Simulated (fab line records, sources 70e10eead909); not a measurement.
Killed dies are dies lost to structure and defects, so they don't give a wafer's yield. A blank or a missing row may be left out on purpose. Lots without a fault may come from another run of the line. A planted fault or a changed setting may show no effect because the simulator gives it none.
fab line records | flow nand_harc
record lots=15 wafers=45 last_day=33
route steps=1302 shown A_CHANNEL_FILL_D2@628 A_STAIRCASE@664
lots that met no fault: from a run of the same line without faults
start_h: hours from the record's first day to the start of the lot's first wafer shown | wait_h: hours since the lot's step before | " the same as in the row above | L1.1+2: a row that stands for several wafers | - no value, or no start given | * or withheld: withheld | < > ~ a bound
route shown NAME@n: a module of which the file shows steps, and the number in the route of the first | usual: mean/standard deviation of fault-free wafers | same: alike in all rows | chamber/n: place in a boat | sites: the reading at each site | _std_site: their standard deviation | _edge_site: outer sites' mean less inner sites' | radius_mm: how far each site lies from the wafer's centre | mask NAME#n: copy n | behind: the tool/chamber that last shaped the wafer | hold: why the lot was held/for how many hours/how that ended | device: the transistor (n, p or np) that didn't switch | end of line: the same wafers' tests at the end of the route | a step without rows: its recipe alone | killed: dies lost to structure and defects at the first sort, not the wafer's yield | map: a wafer's dies, x killed, . not, _ none there
set.NAME: the setting as run; set.NAME@STEP: as run at that earlier step | model.NAME: the simulator's own value behind a step, which no gauge read
steps of the route over a sample of lots; a table a step, a row a wafer
services: from which hour (start_h, from the record's first day; less than 0 if before it) a tool's chamber was out of use, for how many hours, and why
## steps
# step NHARC_A_CHANNEL_FILL_D2_ETCHBACK_08
# recipe target_depth_a=2200 time_s=110 c4f8_flow_sccm=20 ar_flow_sccm=withheld rf_w=600 bias_w=300 chemistry=C4F8
# usual oes_product_au=0.97/0.037 rf_vpp_V=442/3.3
# columns lot.wafer tool chamber start_h wait_h oes_product_au rf_hours_counter_h rf_vpp_V
L463.4 rie_diel-03 3 - - 1.02 1 437
L463.5 " 0 " " 1.00 - 443
L463.6 " 1 " " 1.00 - 439
L464.1 rie_diel-11 0 - - 0.95 15 443
L464.2 " 2 " " 0.97 20 443
L464.6 " 3 " " 0.95 - 443
L466.4 rie_diel-03 3 - - 1.01 2 436
L466.1 " 1 " " 0.99 2 437
L466.6 " 3 " " 1.01 - 438
L472.4 rie_diel-03 3 - - 1.02 4 438
L472.3 " 0 " " 0.99 4 445
L472.2 " 1 " " 1.00 4 437
L473.1 rie_diel-03 3 - - 1.02 4 437
L473.3 " 2 " " 1.00 4 444
L473.5 " 0 " " 0.99 - 444
L475.1 rie_diel-11 0 - - 1.00 1 444
L475.5 " 3 " " 1.01 - 445
L475.6 " 0 " " 1.01 - 445
L476.1 rie_diel-03 0 - - 0.98 0 444
L476.3 " 2 " " 0.97 0 445
L476.5 " 0 " " 0.98 - 444
L477.2 rie_diel-12 0 - - 0.98 1 444
L477.4 " 1 " " 0.98 1 443
L477.6 " 3 " " 0.98 - 442
L478.2 rie_diel-03 2 - - 0.91 1 446
L478.3 " 3 " " 0.94 1 439
L478.6 " 2 " " 0.91 - 446
L479.1 rie_diel-12 1 - - 0.93 2 441
L479.4 " 2 " " 0.94 2 445
L479.5 " 1 " " 0.92 - 443
L481.4 rie_diel-12 1 - - 0.93 2 442
L481.5 " 1 " " 0.93 - 442
L481.6 " 2 " " 0.93 - 445
L482.2 rie_diel-03 0 - - 0.92 2 443
L482.3 " 2 " " 0.91 2 445
L482.6 " 0 " " 0.93 - 445
L483.4 rie_diel-03 2 - - 0.92 3 444
L483.1 " 1 " " 0.91 3 437
L483.5 " 3 " " 0.91 - 437
L484.3 rie_diel-03 0 - - 0.99 3 443
L484.1 " 1 " " 0.98 3 436
L484.4 " 3 " " 1.00 3 438
L485.1 rie_diel-03 1 - - 0.99 3 437
L485.3 " 0 " " 1.00 3 444
L485.6 " 2 " " 0.99 - 446
# step NHARC_A_CHANNEL_FILL_D2_STRIP_29
# recipe time_s=20 o2_flow_sccm=500 ar_flow_sccm=0 bias_w=0 chemistry=O2
# usual drypump_motor_current_A=5.7/0.43 oes_product_au=0.997/0.01 rf_vpp_V=57.8/0.98 showerhead_plenum_p_Torr=3.59/0.17 throttle_valve_pct=17.036/0.009
# columns lot.wafer tool chamber start_h wait_h drypump_motor_current_A oes_product_au rf_hours_counter_h rf_vpp_V showerhead_plenum_p_Torr throttle_valve_pct
L463.4 rie_diel-03 3 - - 5.6 1.012 1 56.3 3.36 17.051
L463.5 " 1 " " 6.1 1.004 - 57.6 3.34 17.036
L463.6 " 2 " " 5.2 0.993 - 58.9 3.77 17.039
L464.1 rie_diel-11 1 - - 5.8 0.984 18 57.0 3.41 17.025
L464.2 " 3 " " 5.4 0.988 18 59.8 3.67 17.019
L464.6 " 1 " " 5.8 0.979 - 57.5 3.41 17.032
L466.4 rie_diel-03 2 - - 5.2 0.988 2 58.7 3.77 17.038
L466.1 " 3 " " 5.6 0.994 2 58.2 3.36 17.032
L466.6 " 3 " " 5.6 1.001 - 56.9 3.36 17.038
L472.3 rie_diel-03 2 - - 5.2 1.004 4 57.7 3.77 17.039
L472.2 " 0 " " 5.2 1.000 4 58.2 3.71 17.039
L472.4 " 1 " " 6.1 1.011 4 58.9 3.33 17.042
L473.3 rie_diel-03 1 - - 6.0 1.001 4 58.6 3.33 17.036
L473.1 " 2 " " 5.2 0.983 4 57.8 3.77 17.036
L473.5 " 2 " " 5.2 1.001 - 59.7 3.77 17.035
L475.1 rie_diel-11 3 - - 5.4 1.003 1 57.0 3.66 17.020
L475.6 " 2 " " 5.2 0.994 - 58.7 3.64 17.040
L475.5 " 3 " " 5.4 1.004 - 56.9 3.66 17.037
L476.3 rie_diel-03 0 - - 5.2 0.988 0 56.1 3.71 17.037
L476.1 " 3 " " 5.6 0.993 0 56.6 3.36 17.038
L476.5 " 1 " " 6.1 0.987 - 55.1 3.33 17.020
L477.4 rie_diel-12 2 - - 6.7 1.019 1 58.3 3.75 17.033
L477.2 " 3 " " 5.8 0.999 1 57.1 3.58 17.036
L477.6 " 1 " " 5.6 0.986 - 58.1 3.59 17.028
L478.3 rie_diel-03 0 - - 5.2 0.984 1 57.1 3.71 17.032
L478.2 " 3 " " 5.6 1.006 1 56.8 3.36 17.040
L478.6 " 1 " " 6.1 0.986 - 56.1 3.33 17.029
L479.1 rie_diel-12 1 - - 5.6 0.998 2 58.1 3.59 17.044
L479.4 " 0 " " 5.6 0.994 2 58.7 3.78 17.043
L479.5 " 1 " " 5.6 0.985 - 56.8 3.59 17.037
L481.4 rie_diel-12 0 - - 5.6 1.006 2 58.8 3.78 17.042
L481.6 " 1 " " 5.6 1.006 - 57.1 3.59 17.035
L481.5 " 2 " " 6.7 1.002 - 57.6 3.75 17.026
L482.2 rie_diel-03 3 - - 5.6 0.997 2 58.8 3.36 17.039
L482.3 " 0 " " 5.2 0.992 2 58.1 3.71 17.043
L482.6 " 1 " " 6.1 0.982 - 58.2 3.33 17.034
L483.1 rie_diel-03 3 - - 5.6 0.994 3 57.8 3.36 17.030
L483.4 " 2 " " 5.2 0.981 3 57.0 3.77 17.043
L483.5 " 3 " " 5.6 0.987 - 57.9 3.36 17.037
L484.4 rie_diel-03 0 - - 5.3 0.993 3 58.3 3.71 17.045
L484.3 " 1 " " 6.1 0.985 3 56.3 3.33 17.044
L484.1 " 3 " " 5.6 1.004 3 56.8 3.36 17.031
L485.1 rie_diel-03 2 - - 5.2 0.990 3 58.7 3.77 17.029
L485.3 " 0 " " 5.2 0.997 3 57.5 3.71 17.021
L485.6 " 2 " " 5.2 0.994 - 57.8 3.77 17.039
# step NHARC_A_STAIRCASE_DEVELOP_08
# recipe time_s=140
# usual chill_plate_temp_C=23.03/0.095 exhaust_pa=44.9/0.92
# columns lot.wafer tool chamber start_h wait_h chill_plate_temp_C exhaust_pa
L463.4 litho_track-07 0 344 - 23.11 44.7
L463.5 " 0 " " 23.20 44.6
L463.6 " 0 " " 23.12 43.1
L464.1 litho_track-05 0 372 - 22.97 44.1
L464.2 " 0 " " 23.02 45.0
L464.6 " 0 " " 23.02 44.7
L466.1 litho_track-05 0 388 - 22.87 44.8
L466.4 " 0 " " 23.17 46.1
L466.6 " 0 " " 22.95 45.7
L472.2 litho_track-07 - 461 - - -
L472.3 " - " " - -
L472.4 " - " " - -
L475.1 litho_track-05 - 465 - - -
L475.5 " - " " - -
L475.6 " - " " - -
L473.1 litho_track-03 - 465 - - -
L473.3 " - " " - -
L473.5 " - " " - -
L476.1 litho_track-07 0 490 - 22.96 44.0
L476.3 " 0 " " 22.98 44.3
L476.5 " 0 " " 22.88 45.2
L477.2 litho_track-05 0 495 - 23.06 45.3
L477.4 " 0 " " 23.23 45.5
L477.6 " 0 " " 23.04 45.1
L478.2 litho_track-07 0 506 - 23.08 44.7
L478.3 " 0 " " 23.01 44.1
L478.6 " 0 " " 22.98 43.4
L479.1 litho_track-05 0 515 - 23.14 44.1
L479.4 " 0 " " 22.96 43.9
L479.5 " 0 " " 22.96 44.4
L481.4 litho_track-05 0 543 - 22.99 46.0
L481.5 " 0 " " 23.13 45.0
L481.6 " 0 " " 22.92 45.9
L482.2 litho_track-05 0 549 - 22.94 45.7
L482.3 " 0 " " 23.07 45.5
L482.6 " 0 " " 22.97 45.6
L483.1 litho_track-07 0 557 - 23.12 44.8
L483.4 " 0 " " 23.09 45.2
L483.5 " 0 " " 23.10 44.3
L484.1 litho_track-03 0 564 - 23.02 46.0
L484.3 " 0 " " 22.89 45.7
L484.4 " 0 " " 23.07 45.0
L485.1 litho_track-07 0 572 - 23.09 44.6
L485.3 " 0 " " 22.96 45.2
L485.6 " 0 " " 23.16 45.3
# step NHARC_A_STAIRCASE_TRIM_14
# recipe time_s=211.2 o2_flow_sccm=500 ar_flow_sccm=0 bias_w=0 chemistry=O2
# usual drypump_motor_current_A=5.8/0.42 oes_product_au=1.001/0.0099 rf_vpp_V=57.7/0.83 showerhead_plenum_p_Torr=3.53/0.14 throttle_valve_pct=17.037/0.0079
# columns lot.wafer tool chamber start_h wait_h drypump_motor_current_A oes_product_au rf_hours_counter_h rf_vpp_V showerhead_plenum_p_Torr throttle_valve_pct
L463.4 rie_diel-08 0 - - 5.5 1.008 44 58.4 3.57 17.020
L463.6 " 1 " " 5.9 0.994 - 55.5 3.50 17.031
L463.5 " 2 " " 5.4 1.008 - 58.1 3.54 17.039
L464.2 rie_diel-13 3 - - 6.5 0.993 10 57.4 3.32 17.042
L464.1 " 0 " " 5.9 0.992 10 58.2 3.42 17.043
L464.6 " 3 " " 6.6 0.991 - 57.1 3.32 17.044
L466.1 rie_diel-08 2 - - 5.4 1.010 1 56.8 3.53 17.042
L466.4 " 3 " " 5.5 0.993 1 58.3 3.40 17.041
L466.6 " 1 " " 5.9 0.997 - 57.8 3.49 17.033
L472.2 rie_diel-04 2 - - 6.0 1.014 23 58.6 3.79 17.029
L472.3 " 3 " " 6.4 1.003 22 58.1 3.43 17.044
L472.4 " 0 " " 6.1 0.980 28 57.2 3.64 17.033
L475.1 rie_diel-08 1 - - 5.9 1.001 23 56.3 3.48 17.039
L475.6 " 1 " " 5.9 1.014 - 57.0 3.48 17.028
L475.5 " 3 " " 5.5 1.000 - 56.9 3.38 17.050
L473.3 rie_diel-04 1 - - 4.8 1.000 26 57.7 3.70 17.035
L473.1 " 0 " " 6.1 0.985 29 58.4 3.63 17.034
L473.5 " 2 " " 6.0 1.010 - 60.4 3.79 17.043
L476.3 rie_diel-08 3 - - 5.5 1.009 37 58.0 3.38 17.034
L476.1 " 0 " " 5.6 1.004 32 56.3 3.55 17.042
L476.5 " 3 " " 5.5 1.006 - 57.3 3.38 17.033
L477.4 rie_diel-13 0 - - 5.9 0.989 49 56.1 3.40 17.044
L477.2 " 2 " " 5.9 1.010 44 56.7 3.53 17.037
L477.6 " 3 " " 6.6 1.005 - 57.2 3.30 17.051
L478.2 rie_diel-08 2 - - 5.4 1.002 34 57.2 3.51 17.035
L478.3 " 0 " " 5.5 1.000 39 56.6 3.55 17.037
L478.6 " 1 " " 5.9 1.008 - 58.5 3.47 17.033
L479.1 rie_diel-08 1 - - 5.9 1.009 42 58.8 3.47 17.026
L479.4 " 2 " " 5.5 0.999 36 56.5 3.51 17.050
L479.5 " 0 " " 5.5 1.006 - 56.5 3.54 17.040
L481.4 rie_diel-08 3 - - 5.5 0.994 56 57.5 3.37 17.044
L481.6 " 1 " " 5.9 0.998 - 59.4 3.47 17.039
L481.5 " 2 " " 5.5 0.997 - 58.3 3.51 17.037
L482.2 rie_diel-13 3 - - 6.6 1.003 11 57.0 3.29 17.038
L482.3 " 1 " " 5.5 1.000 7 58.0 3.77 17.040
L482.6 " 3 " " 6.6 1.000 - 56.5 3.29 17.054
L483.4 rie_diel-04 2 - - 6.0 1.022 8 58.9 3.78 17.021
L483.1 " 3 " " 6.4 1.009 8 56.7 3.41 17.030
L483.5 " 2 " " 6.0 1.014 - 57.3 3.78 17.045
L484.1 rie_diel-13 2 - - 5.9 1.006 14 57.3 3.51 17.041
L484.3 " 3 " " 6.6 0.995 14 56.5 3.29 17.036
L484.4 " 0 " " 5.9 1.001 12 58.2 3.39 17.035
L485.3 rie_diel-08 2 - - 5.4 1.015 5 57.8 3.51 17.038
L485.1 " 0 " " 5.5 1.023 5 57.8 3.54 17.045
L485.6 " 2 " " 5.4 1.018 - 58.1 3.51 17.030
## services
# columns tool chamber start_h hours kind
rie_diel-13 - 342.06 9.0 pm
rie_diel-11 - 349.18 0.6 repair
rie_diel-04 - 356.45 9.0 pm
rie_diel-12 0 365.39 4.5 repair
rie_diel-04 3 366.72 9.6 repair
rie_diel-08 - 368.13 9.0 pm
rie_diel-04 2 372.79 4.0 repair
rie_diel-12 3 391.62 5.9 repair
litho_track-07 - 426.00 7.0 pm
rie_diel-11 - 432.67 9.0 pm
rie_diel-12 - 445.40 9.0 pm
rie_diel-03 - 458.30 9.0 pm
rie_diel-08 2 464.98 26.5 repair
litho_track-05 - 474.00 7.0 pm
rie_diel-11 1 478.19 2.9 repair
rie_diel-03 2 484.64 1.9 repair
rie_diel-12 - 488.89 0.6 repair
rie_diel-13 1 502.11 6.3 repair
rie_diel-13 3 503.17 2.0 repair
rie_diel-13 - 519.06 9.0 pm
rie_diel-11 0 533.94 3.5 repair
rie_diel-12 - 550.33 1.0 repair
rie_diel-12 - 554.55 1.1 repair
rie_diel-12 1 556.63 8.4 repair
## key
first_sign step=NHARC_A_STAIRCASE_DEVELOP_08 reading=tool_record direction=missing
effect none on later readings
met_at NHARC_A_STAIRCASE_DEVELOP_08
struck_lots L472,L473,L475
later_rows_left_out L472.2,L472.3,L472.4,L473.1,L473.3,L473.5,L475.1,L475.5,L475.6
sort_left_out L472.2,L472.3,L472.4,L473.1,L473.3,L473.5,L475.1,L475.5,L475.6
tester_left_out L472,L473,L475
not_acting_at NHARC_A_CHANNEL_FILL_D2_ETCHBACK_08,NHARC_A_CHANNEL_FILL_D2_STRIP_29,NHARC_A_STAIRCASE_TRIM_14
onset_between 388 461
fault kind=skipped_step_whole tool=litho_track-03,litho_track-05,litho_track-07 chamber=- onset_h=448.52 steps=NHARC_A_STAIRCASE_DEVELOP_08 scope=struck_lots_only
# tester_left_out: of these lots the tester's yield and bins aren't shown, on N5 and GAA mostly nor the transistor test; their killed dies are dies lost to structure and defects alone, not to doping, threshold or leakage, so they don't give the yield
# sort_left_out: the simulated sort isn't trusted on such a fault, so these wafers' sort isn't shown, and their yield isn't known
# later_rows_left_out: the simulator's readings of these wafers behind a module that went badly wrong aren't trusted and aren't shown, but for the sort
